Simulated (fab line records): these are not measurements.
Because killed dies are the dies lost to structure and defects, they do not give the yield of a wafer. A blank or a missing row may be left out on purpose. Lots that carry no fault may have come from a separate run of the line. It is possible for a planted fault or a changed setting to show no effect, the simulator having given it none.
Which tool is to blame?	flow n5-finfet	24 lots, 72 wafers sampled, at 4 steps of a route of 1938

== WHAT THE GAUGES READ, wafer by wafer ==
N5_WELL_APT_CD_MEAS_08: target cd 200 nm. Usual: cd-nm 201 nm, standard deviation 3.3.
lot	measured	on	cd-nm (nm)	flag
L074	day 1 13:50	cd-sem-03	202 206 204	
L075	day 1 20:04	cd-sem-02	200 199 197	
L076	day 2 01:34	cd-sem-01	196 193 197	
L077	day 2 08:03	cd-sem-01	203 200 199	
L078	day 2 13:45	cd-sem-02	196 198 197	
L079	day 2 19:43	cd-sem-01	201 196 200	
L080	day 3 01:46	cd-sem-03	205 201 206	
L081	day 3 08:02	cd-sem-02	206 204 203	
L082	day 3 13:49	cd-sem-03	204 204 205	
L083	day 3 19:47	cd-sem-03	204 203 204	
L084	day 4 01:41	cd-sem-03	205 203 204	
L085	day 4 07:51	cd-sem-03	204 205 205	
L086	day 4 13:34	cd-sem-03	199 198 197	
L087	day 4 19:57	cd-sem-02	198 199 203	
L088	day 5 01:34	cd-sem-02	204 205 206	
L089	day 5 07:41	cd-sem-02	205 203 205	
L090	day 5 13:41	cd-sem-01	195 197 200	
L091	day 5 19:50	cd-sem-01	205 205 205	
L092	day 6 01:38	cd-sem-03	205 206 203	
L093	day 6 07:38	cd-sem-01	199 202 201	
L094	day 6 13:51	cd-sem-03	204 205 204	
L095	day 6 19:52	cd-sem-02	196 197 198	
L096	day 7 01:42	cd-sem-03	199 199 196	
L097	day 7 07:41	cd-sem-03	201 196 199	

N5_FIN_SAQP_THK_MEAS_05. Usual: thk-nm 38.2 nm, standard deviation 0.51.
lot	measured	on	thk-nm (nm)	flag
L074	day 1 21:31	film-metro-02	37.8 39.1 39.2	
L075	day 2 03:48	film-metro-01	37.5 38.5 37.8	
L076	day 2 08:48	film-metro-01	38.2 38.3 38.2	
L077	day 2 15:04	film-metro-02	37.9 38.3 37.9	
L078	day 2 20:54	film-metro-01	37.7 37.9 38.4	
L079	day 3 03:17	film-metro-01	37.8 38.3 38.8	
L080	day 3 09:35	film-metro-01	38.2 38.3 38.6	
L081	day 3 16:13	film-metro-02	37.7 37.0 38.1	
L082	day 3 21:23	film-metro-02	37.9 38.7 38.7	
L083	day 4 04:41	film-metro-01	38.5 38.4 38.4	
L084	day 4 08:52	film-metro-02	37.8 38.1 38.4	
L085	day 4 14:50	film-metro-01	37.2 38.7 39.2	
L086	day 4 20:14	film-metro-01	37.9 37.9 38.3	
L087	day 5 05:19	film-metro-01	38.6 37.6 38.4	
L088	day 5 08:46	film-metro-01	38.0 37.3 36.6	
L089	day 5 14:55	film-metro-01	37.9 38.6 39.1	
L090	day 5 21:00	film-metro-01	37.1 37.3 38.1	
L091	day 6 03:01	film-metro-01	37.7 37.4 38.0	
L092	day 6 08:27	film-metro-02	37.9 37.7 38.6	
L093	day 6 14:52	film-metro-01	38.0 38.7 38.4	
L094	day 6 21:23	film-metro-01	37.7 37.5 38.8	
L095	day 7 03:26	film-metro-01	37.4 37.1 38.1	
L096	day 7 08:44	film-metro-01	38.5 38.4 38.6	
L097	day 7 16:20	film-metro-02	38.0 38.3 39.0	

== WHICH TOOL RAN EACH LOT (tool, then ch and the chambers of the sampled wafers, then the start) ==
lot	N5_WELL_APT_RTA_34	N5_FIN_SAQP_ALD_61
L074	rtp-anneal-02 ch 0, day 1 16:09	ald-sin-04 ch 0,3, day 1 20:59
L075	rtp-anneal-01 ch 0, day 1 22:27	ald-sin-01 ch 0,2,3, day 2 03:05
L076	rtp-anneal-02 ch 0, day 2 03:53	ald-sin-03 ch 0,1,2, day 2 08:16
L077	rtp-anneal-01 ch 0, day 2 10:25	ald-sin-04 ch 0,1,3, day 2 14:32
L078	rtp-anneal-02 ch 0, day 2 15:58	ald-sin-01 ch 0,1, day 2 20:23
L079	rtp-anneal-01 ch 0, day 2 21:54	ald-sin-01 ch 0,2, day 3 02:35
L080	rtp-anneal-02 ch 0, day 3 03:53	ald-sin-01 ch 0,2,3, day 3 08:56
L081	rtp-anneal-01 ch 0, day 3 10:40	ald-sin-04 ch 0,1, day 3 15:40
L082	rtp-anneal-01 ch 0, day 3 16:08	ald-sin-04 ch 0,1,2, day 3 20:41
L083	rtp-anneal-01 ch 0, day 3 22:17	ald-sin-03 ch 0,2,3, day 4 04:08
L084	rtp-anneal-01 ch 0, day 4 04:03	ald-sin-03 ch 0,2,3, day 4 08:22
L085	rtp-anneal-02 ch 0, day 4 10:02	ald-sin-04 ch 2,3, day 4 14:19
L086	rtp-anneal-02 ch 0, day 4 15:36	ald-sin-03 ch 0,2,3, day 4 19:43
L087	rtp-anneal-02 ch 0, day 4 22:19	ald-sin-03 ch 0,1,2, day 5 04:47
L088	rtp-anneal-02 ch 0, day 5 03:32	ald-sin-01 ch 1,2,3, day 5 08:07
L089	rtp-anneal-02 ch 0, day 5 09:40	ald-sin-01 ch 0,1, day 5 14:23
L090	rtp-anneal-02 ch 0, day 5 16:06	ald-sin-04 ch 0,2,3, day 5 20:21
L091	rtp-anneal-02 ch 0, day 5 21:50	ald-sin-01 ch 0,2,3, day 6 02:25
L092	rtp-anneal-02 ch 0, day 6 03:44	ald-sin-01 ch 1,2,3, day 6 07:57
L093	rtp-anneal-02 ch 0, day 6 10:04	ald-sin-01 ch 1,2, day 6 14:15
L094	rtp-anneal-02 ch 0, day 6 15:59	ald-sin-04 ch 0,2, day 6 20:47
L095	rtp-anneal-01 ch 0, day 6 22:03	ald-sin-04 ch 0,1,2, day 7 02:56
L096	rtp-anneal-01 ch 0, day 7 03:44	ald-sin-04 ch 1,2, day 7 08:12
L097	rtp-anneal-02 ch 0, day 7 09:52	ald-sin-03 ch 0,1,3, day 7 15:49
- N5_WELL_APT_RTA_34: time 10 s.
- N5_FIN_SAQP_ALD_61: deposits SiO2, target thk 4 nm, pulse time 1 s, purge time 2 s.

== WHAT THE TOOLS THEMSELVES READ (means of the sampled wafers that have a number; where no wafer has one, the mark that the record gives instead) ==
N5_WELL_APT_RTA_34. Usual: lamp-power-pct 13.01 %, standard deviation 0.05; wafer_temp_C_max 1003.7, standard deviation 1.2.
lot	tool	lamp-power-pct (%)	wafer_temp_C_max	flag
L074	rtp-anneal-02	12.98	1003.9	
L075	rtp-anneal-01	13.04	1003.9	
L076	rtp-anneal-02	13.04	1002.6	
L077	rtp-anneal-01	13.02	1002.7	
L078	rtp-anneal-02	13.01	1004.4	
L079	rtp-anneal-01	13.02	1003.7	
L080	rtp-anneal-02	13.03	1004.1	
L081	rtp-anneal-01	12.98	1004.6	
L082	rtp-anneal-01	13.02	1003.0	
L083	rtp-anneal-01	12.98	1003.7	
L084	rtp-anneal-01	13.03	1003.9	
L085	rtp-anneal-02	13.02	1003.0	
L086	rtp-anneal-02	13.04	1004.5	
L087	rtp-anneal-02	13.04	1003.6	
L088	rtp-anneal-02	12.98	1003.3	
L089	rtp-anneal-02	12.98	1005.0	
L090	rtp-anneal-02	13.01	1003.7	
L091	rtp-anneal-02	13.05	1005.0	
L092	rtp-anneal-02	13.01	1003.7	
L093	rtp-anneal-02	13.01	1003.0	
L094	rtp-anneal-02	12.94	1003.0	
L095	rtp-anneal-01	13.04	1004.2	
L096	rtp-anneal-01	13.01	1005.0	
L097	rtp-anneal-02	13.02	1002.9	

N5_FIN_SAQP_ALD_61. Usual: chamber-pressure-Torr 1.999 Torr, standard deviation 0.0041; heater-power-w 485 W, standard deviation 48; precursor-pulse-height-rel 1.003, standard deviation 0.02.
lot	tool	chamber-pressure-Torr (Torr)	heater-power-w (W)	precursor-pulse-height-rel	flag
L074	ald-sin-04	1.997	444	1.003	
L075	ald-sin-01	1.995	467	1.005	
L076	ald-sin-03	2.004	508	0.997	
L077	ald-sin-04	1.996	473	1.000	
L078	ald-sin-01	1.995	477	0.989	
L079	ald-sin-01	1.999	512	1.004	
L080	ald-sin-01	2.000	469	1.019	
L081	ald-sin-04	2.003	491	0.999	
L082	ald-sin-04	2.001	501	1.012	
L083	ald-sin-03	1.998	479	0.996	
L084	ald-sin-03	1.998	483	0.993	
L085	ald-sin-04	1.997	481	0.997	
L086	ald-sin-03	2.002	481	0.997	
L087	ald-sin-03	2.001	503	0.993	
L088	ald-sin-01	1.997	498	0.988	
L089	ald-sin-01	2.003	480	1.007	
L090	ald-sin-04	1.996	484	1.011	
L091	ald-sin-01	1.997	466	0.990	
L092	ald-sin-01	2.002	499	0.998	
L093	ald-sin-01	1.999	545	1.002	
L094	ald-sin-04	1.998	515	1.004	
L095	ald-sin-04	1.998	511	1.014	
L096	ald-sin-04	2.000	498	0.995	
L097	ald-sin-03	1.997	499	0.990	

== THE ANSWER, worked out from the rows above alone ==
Rule: a lot is off if the mean of its wafers that have a number lies more than 3 standard deviations from the usual mean. A lot without any number at a reading at which 4 lots or more have one is off too. Where the step has rows for the other lots, those lots are counted as sound. The gauges are gone through in route order, then the tools' own readings, and for those a lot's mean is taken as printed above. At the first step where some lot is off, the reading lying furthest off is the one used; lots without a number count as furthest.
None of the lots is off at any reading shown; this tells nothing.

== WHAT THE SIMULATOR HAD PUT IN ==
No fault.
